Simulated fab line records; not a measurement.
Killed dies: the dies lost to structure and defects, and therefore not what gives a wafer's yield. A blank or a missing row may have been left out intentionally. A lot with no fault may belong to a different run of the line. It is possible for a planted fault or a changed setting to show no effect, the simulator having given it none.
Problem report in the 8D (eight disciplines) form, filled by code :: flow n5Finfet :: the parts of the form that need people (team, actions taken, sign-off) are left out

== 1. PROBLEM STATEMENT ==
At N5_PASSIVATION_PROBE_49, killedOnRim averages 108 over 6 wafers from 2 lots, while fault-free wafers read 13, standard deviation 4.1. That is +23 standard deviations from the usual mean.
The first sign was on wafer L227.2 at day 17 00:17, on prober-01. Wafers with a number at this step in the record: 24, from 8 lots. Rule for "out" (also "out of limits"): further than 4 standard deviations from the usual mean. The rest of the wafers with a number are treated as sound.

== 2. WHAT IT IS; WHAT IT IS NOT ==
question: which readings at this step
is: killedOnRim, defectLimitedYield, killed_at_M0_to_M3, killedDies, sortNPass, sortYieldPct
is not: killed_at_M4_up, killedAtContacts, killedShort, sort_bin_4_leakage, sort_bin_5_function

question: which lots
is: L227, L228
is not: L211, L212, L214, L215, L221, L229

question: which wafers of those lots
is: all that have a number
is not: -

question: read on which tools
is: prober-01
is not: prober-02

question: when
is: from day 17 00:17
is not: up to then (15 sound wafers); but 3 sound wafers of L229 came after

== 3. WHAT RULES OUT EACH SUSPECT ==
Counting: a tool at any process step up to the reading remains a suspect when it ran all the lots that are out and ran no sound lot after the first of those.
- aldSin-04 at N5_BEOL_M0_SAQP_ALD_48 (deposits SiO2, target thk 20 nm, pulse time 1 s, co reactant pulse time 1 s): kept. It processed each lot that is out, first L227 at day 10 05:56, and no sound lot thereafter; up to then, the last sound lot it processed was L215 at day 7 05:56.
- pvdSputter-01 at N5_PASSIVATION_PRE_CLEAN_19: kept. It processed each lot that is out, first L227 at day 16 18:23, and no sound lot thereafter; up to then, the last sound lot it processed was L215 at day 13 21:34.
- pvdSputter-01 at N5_PASSIVATION_SPUTTER_20 (material TaN, target thk 50 nm): kept. It processed each lot that is out, first L227 at day 16 18:25, and no sound lot thereafter; up to then, the last sound lot it processed was L215 at day 13 21:37.
- prober-01 at N5_PASSIVATION_PROBE_49: kept. It processed each lot that is out, first L227 at day 17 00:17, and no sound lot thereafter; up to then, the last sound lot it processed was L214 at day 13 12:55. On those wafers its own readings are out: defectLimitedYield, killed_at_M0_to_M3, killedDies, killedOnRim, sortNPass, sortYieldPct.
Left after counting: aldSin-04 at N5_BEOL_M0_SAQP_ALD_48, pvdSputter-01 at N5_PASSIVATION_PRE_CLEAN_19, pvdSputter-01 at N5_PASSIVATION_SPUTTER_20, prober-01 at N5_PASSIVATION_PROBE_49.

== 4. THE CAUSE (what the simulator had put in) ==
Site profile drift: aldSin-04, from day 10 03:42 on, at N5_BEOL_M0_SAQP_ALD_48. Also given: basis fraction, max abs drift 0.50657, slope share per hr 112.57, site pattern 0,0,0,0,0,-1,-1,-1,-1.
Counting left 4 suspects, and this tool is among them.

== 5. THE EFFECT CHAIN, in route order ==
One row per reading whose mean, taken over the struck wafers that have a number, lies over 3 standard deviations from the usual. Readings are gone through only where the record gives a usual standard deviation; hours: the median, over the lots, of the time from a lot's start at the first step in this table giving one to that lot's start at this step; sigmas: the change measured in usual standard deviations.
hours: 0
step: N5_PASSIVATION_PROBE_49
reading: defectLimitedYield
usual: 91.1 %
on struck wafers: 79.0
change: -12.1
sigmas: -8.6

hours: 0
step: N5_PASSIVATION_PROBE_49
reading: killed_at_M0_to_M3
usual: 32
on struck wafers: 152
change: +120
sigmas: +13

hours: 0
step: N5_PASSIVATION_PROBE_49
reading: killedDies
usual: 104
on struck wafers: 248
change: +144
sigmas: +9.0

hours: 0
step: N5_PASSIVATION_PROBE_49
reading: killedOnRim
usual: 13
on struck wafers: 108
change: +95
sigmas: +23

hours: 0
step: N5_PASSIVATION_PROBE_49
reading: sortNPass
usual: 1075
on struck wafers: 932
change: -143
sigmas: -8.9

hours: 0
step: N5_PASSIVATION_PROBE_49
reading: sortYieldPct
usual: 91.2 %
on struck wafers: 79.0
change: -12.2
sigmas: -8.7
It contains these process steps:
- N5_PASSIVATION_PROBE_49

== 6. HOW IT WOULD HAVE BEEN CAUGHT EARLIER ==
165 hours passed between the start of the fault at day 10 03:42 and the first reading out of limits in this record, taken at day 17 00:17.
Of the tool readings at N5_BEOL_M0_SAQP_ALD_48 for which the record gives a usual standard deviation, none was out on any struck wafer, so an alarm limit of 4 standard deviations on them would not have fired.
Each of the lots that are out, 2 in all, had begun N5_BEOL_M0_SAQP_ALD_48 on aldSin-04 no later than day 17 00:17. Holding the tool at that point would not have protected any of them.
